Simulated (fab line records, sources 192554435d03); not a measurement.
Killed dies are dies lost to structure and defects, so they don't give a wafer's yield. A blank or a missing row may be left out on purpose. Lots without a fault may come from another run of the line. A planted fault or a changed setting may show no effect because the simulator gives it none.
A struck lot beside a sound one | flow n5_finfet | 37 steps out of a route of 1938
Sound: wafers L908.2, L908.4, L908.5. Struck: wafer L900.5. (L900.4, L900.6 of the same lot were not struck and are left out.) The cause comes at the end.
At each step with rows: each side's tool, then ch and its chambers, then its first start. Under that, the readings that differ: sound wafers | struck wafers | difference of the means | sigmas: that difference in standard deviations of wafers without a fault.
alike: readings whose means differ by less than 2 such deviations, and words and numbers that are the same on both sides. not compared: withheld readings, readings that some wafer has no value for, bounds like >300 that may hide the same value, and numbers for which the record gives no deviation and whose values overlap.
The two part at a step that has a row with sigmas, a row that says differs or no value, or rows on one side only. Numbers that don't overlap but have no deviation are shown without sigmas and don't part them. A reading that every wafer of one side lacks parts them only if that side has two wafers or more.

first, 9 steps without rows for these wafers: N5_BEOL_M11_ALD_74 (deposits TaN, target thk 2 nm, pulse time 2 s, purge time 3 s); N5_BEOL_M11_SURFACE_TREAT_76; N5_BEOL_M11_CVD_75 (deposits Co from CCTBA/H2, target thk 2 nm, time 138.9 s); N5_BEOL_M11_SPUTTER_48 (material Cu, target thk 12 nm, time 2 s); N5_BEOL_M11_ECD_50 (material Cu, target thk 318 nm); N5_BEOL_M11_ANNEAL_51 (time 90 s); N5_BEOL_M11_CMP_52 (polishes, stops on SiCOH lowk, t overpolish 7 s, target thk 140 nm); N5_BEOL_M11_PRE_CLEAN_55 (time 15 s); N5_BEOL_M11_DEP_56 (deposits SiCN from 3MS/NH3, target thk 30 nm, time 10.5 s).
N5_BEOL_M12_ILD_DEP_00: deposits SiOC from DEMS/O2, target thk 658.92 nm, time 130.7 s.
  sound on pecvd-02 ch 0,2, day 17 02:37; struck on pecvd-04 ch 2, day 14 01:18
  reading                                       | sound             | struck | difference | sigmas
  showerhead_plenum_p_Torr (Torr)               | 5.707 5.690 5.710 | 5.672  | -0.030     | -3
  model.SiOC_of_BEOL_M12_ILD_DEP_00.thk_nm (nm) | 645 655.2 664.8   | 712.6  | +57.6      |
  alike: heater_power_w, throttle_valve_pct
N5_BEOL_M12_THK_MEAS_01:
  sound on film_metro-02, day 17 02:44; struck on film_metro-01, day 14 01:23
  reading          | sound       | struck | difference | sigmas
  M12_ILD_THK (nm) | 645 655 665 | 712    | +57        | +7
then, 10 steps without rows for these wafers: N5_BEOL_M12_COAT_58 (time 60 s, resist thk 89 nm); N5_BEOL_M12_COAT_04 (resist thk 400 nm); N5_BEOL_M12_EBR_06; N5_BEOL_M12_SOFTBAKE_05 (time 60 s); N5_BEOL_M12_EXPOSE_07 (exposes mask V11); N5_BEOL_M12_PEB_08 (peb time 90 s); N5_BEOL_M12_DEVELOP_09 (develop time 45 s); N5_BEOL_M12_HARDBAKE_14 (time 120 s); N5_BEOL_M12_DESCUM_15 (chemistry O2, time 7.9 s); N5_BEOL_M12_ETCH_59 (etches BARC in N2/H2, target depth 89 nm, overetch 26.7 nm, time 67.9 s).
N5_BEOL_M12_VIA_ETCH_16: etches SiOC in C4F8/O2/Ar, target depth 724.8 nm.
  sound on rie_diel-05 ch 1,3, day 17 03:21; struck on rie_diel-05 ch 1, day 14 01:52
  reading                                    | sound             | struck | difference | sigmas
  model.etch.depth_nm (nm)                   | 644.9 655.3 664.8 | 712.5  | +57.5      |
  model.coat_of_BEOL_M12_COAT_04.thk_nm (nm) | 128 124.8 120.2   | 107.2  | -17.1      |
  alike: O2_flow_sccm, drypump_motor_current_A, oes_product_au, rf_vpp_V, showerhead_plenum_p_Torr, throttle_valve_pct
N5_BEOL_M12_STRIP_63: strips in N2/H2.
  sound on plasma_asher-02 ch 0,1, day 17 03:33; struck on plasma_asher-01 ch 1, day 14 02:04
  reading                      | sound             | struck | difference | sigmas
  heater_power_w (W)           | 340 309 342       | 398    | +68        | +2
  oes_product_au (a.u.)        | 0.701 0.688 0.688 | 0.682  | -0.010     | -2
  strip_time_to_endpoint_s (s) | 43.8 43.0 41.7    | 38.2   | -4.6       | -5
  alike: drypump_motor_current_A, h2_flow_sccm
  not compared: rf_hours_counter_h
then, 12 steps without rows for these wafers: N5_BEOL_M12_STRIP_64 (strips in N2/H2); N5_BEOL_M12_STRIP_71 (strips in post etch residue remover, time 60 s); N5_BEOL_M12_SRD_72 (time 30 s, dry time 30 s); N5_BEOL_M12_COAT_65 (time 60 s, resist thk 300 nm); N5_BEOL_M12_COAT_66 (time 60 s, resist thk 110 nm); N5_BEOL_M12_COAT_22 (resist thk 300 nm); N5_BEOL_M12_EBR_24; N5_BEOL_M12_SOFTBAKE_23 (time 60 s); N5_BEOL_M12_EXPOSE_25 (exposes mask M12); N5_BEOL_M12_PEB_26 (peb time 90 s); N5_BEOL_M12_DEVELOP_27 (develop time 45 s); N5_BEOL_M12_HARDBAKE_32 (time 120 s).
N5_BEOL_M12_CMP_49: polishes, stops on SiOC, t overpolish 20.6 s, target thk 320 nm.
  sound on cmp-01 ch 0,1,2, day 17 06:17; struck on cmp-03 ch 1, day 14 04:59
  reading                                       | sound             | struck | difference | sigmas
  model.SiOC_of_BEOL_M12_ILD_DEP_00.thk_nm (nm) | 585.2 595.6 604.4 | 653.8  | +58.7      |
  alike: edge_zone_pressure_frac, motor_current_A
N5_PASSIVATION_PROBE_49:
  sound on prober-01, day 18 17:11; struck on prober-02, day 15 20:33
  reading                  | sound          | struck | difference | sigmas
  defect_limited_yield (%) | 90.2 90.5 94.6 | 88.3   | -3.5       | -2
  killed_at_other          | 1 1 0          | 8      | +7         | +3
  killed_dies              | 116 112 64     | 138    | +41        | +2
  killed_short             | 31 27 26       | 50     | +22        | +3
  sort_bin_5_function (%)  | 6.0 5.1 3.2    | 7.5    | +2.7       | +3
  sort_bin_8_speed (%)     | 0 0 0          | 6.0    | +6.0       | +12
  sort_n_pass              | 1064 1068 1116 | 971    | -112       | -6
  sort_yield_pct (%)       | 90.2 90.5 94.6 | 82.3   | -9.5       | -6
  alike: killed_at_M0_to_M3, killed_at_M4_up, killed_at_contacts, killed_at_front_end, killed_open, sort_bin_4_leakage, sort_bin_6_memory

WHERE THEY PART
First at N5_BEOL_M12_ILD_DEP_00; last, within this record, at N5_PASSIVATION_PROBE_49.

WHY: what the simulator had put in
Process parameter drift: pecvd-04, from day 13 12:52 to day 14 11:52, at N5_BEOL_M12_ILD_DEP_00. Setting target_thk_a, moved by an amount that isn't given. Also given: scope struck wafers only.
